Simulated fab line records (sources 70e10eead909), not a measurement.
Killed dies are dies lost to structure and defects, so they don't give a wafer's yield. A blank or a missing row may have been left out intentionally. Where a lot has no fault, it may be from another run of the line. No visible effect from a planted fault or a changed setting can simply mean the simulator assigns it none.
Matching of chambers / flow nand-harc / NHARC_P_ZERO_WELL_DESCUM_39 on rie-diel-07 has 4 sister chambers
The step chemistry O2, time 3 s. 4 wafers are shown with their chamber, then 12 later ones without.

WAFERS, EACH WITH ITS CHAMBER
wafer=L091.3; chamber=1; oes-product-au (a.u.)=1.017
wafer=L091.4; chamber=0; oes-product-au (a.u.)=1.027
wafer=L092.4; chamber=3; oes-product-au (a.u.)=1.012
wafer=L092.5; chamber=2; oes-product-au (a.u.)=1.004

WAFERS WHOSE CHAMBER IS MISSING
wafer=L093.2; oes-product-au (a.u.)=1.011
wafer=L093.4; oes-product-au (a.u.)=1.022
wafer=L093.5; oes-product-au (a.u.)=1.010
wafer=L094.1; oes-product-au (a.u.)=1.021
wafer=L094.2; oes-product-au (a.u.)=1.000
wafer=L094.3; oes-product-au (a.u.)=0.992
wafer=L095.3; oes-product-au (a.u.)=1.009
wafer=L095.4; oes-product-au (a.u.)=1.003
wafer=L095.5; oes-product-au (a.u.)=1.008
wafer=L097.3; oes-product-au (a.u.)=1.022
wafer=L097.5; oes-product-au (a.u.)=1.002
wafer=L097.6; oes-product-au (a.u.)=1.017

WHICH CHAMBER EACH ONE RAN IN
wafer=L093.2; from the rows above=can't be placed: 3 or 1 or 2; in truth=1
wafer=L093.4; from the rows above=can't be placed: 0 or 1 or 3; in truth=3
wafer=L093.5; from the rows above=can't be placed: 3 or 2 or 1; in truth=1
wafer=L094.1; from the rows above=can't be placed: 1 or 0 or 3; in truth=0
wafer=L094.2; from the rows above=can't be placed: 2 or 3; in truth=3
wafer=L094.3; from the rows above=can't be placed: 2 or 3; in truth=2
wafer=L095.3; from the rows above=can't be placed: 3 or 2 or 1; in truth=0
wafer=L095.4; from the rows above=can't be placed: 2 or 3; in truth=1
wafer=L095.5; from the rows above=can't be placed: 2 or 3 or 1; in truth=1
wafer=L097.3; from the rows above=can't be placed: 0 or 1 or 3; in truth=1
wafer=L097.5; from the rows above=can't be placed: 2 or 3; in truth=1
wafer=L097.6; from the rows above=can't be placed: 1 or 3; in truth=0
Correctly placed: 0 of 12. Not placeable from these rows: 12 (in 8, the candidates include the true chamber). Wrongly placed: 0.
How it was worked out, from the rows above alone: a wafer's distance from a chamber is the root of the sum, over the readings, of the square of ((its reading less the chamber's mean) divided by the reading's scatter). The wafer belongs to the nearest chamber; if the next one is less than 2 further off, it can't be placed. A chamber's mean is the mean of its shown wafers. The scatter: with one shown wafer a chamber, the root of the mean of the squares of how far each hidden wafer lies from its nearest shown one.
